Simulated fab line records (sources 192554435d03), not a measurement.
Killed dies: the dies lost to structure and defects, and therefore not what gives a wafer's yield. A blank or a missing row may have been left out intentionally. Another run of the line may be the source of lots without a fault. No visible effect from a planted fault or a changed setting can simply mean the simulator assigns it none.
Matching of chambers -- flow n5 finfet -- 3 sister chambers for N5_BEOL_M5_PRE_CLEAN_77 on cvd co-01
The step time 15 s. 3 wafers are shown with their chamber, then 12 later ones without.

EACH WAFER AND ITS CHAMBER
wafer,chamber,heater power w (W)
L093.1,2,75
L093.2,1,61
L093.6,0,93

WAFERS WITH NO CHAMBER GIVEN
wafer,heater power w (W)
L094.1,61
L094.2,96
L094.3,78
L094.4,95
L094.5,59
L094.6,78
L095.2,97
L095.3,58
L095.5,57
L096.2,95
L096.5,95
L096.6,61

WHICH CHAMBER EACH ONE RAN IN
wafer,from the rows above,in truth
L094.1,1,1
L094.2,0,0
L094.3,2,2
L094.4,0,0
L094.5,1,1
L094.6,2,2
L095.2,0,0
L095.3,1,1
L095.5,1,1
L096.2,0,0
L096.5,0,0
L096.6,1,1
Correctly placed: 12 of 12. Can't be placed from these rows: 0. Placed wrongly: 0.
How it was worked out, from the rows above alone: a wafer's distance from a chamber is the root of the sum, over the readings, of the square of ((its reading less the chamber's mean) divided by the reading's scatter). If the next closest chamber is less than 2 further off than the closest, the wafer can't be placed; otherwise it belongs to the closest. Each chamber's mean is taken over the wafers shown for it. The scatter: with one shown wafer a chamber, the root of the mean of the squares of how far each hidden wafer lies from its nearest shown one.
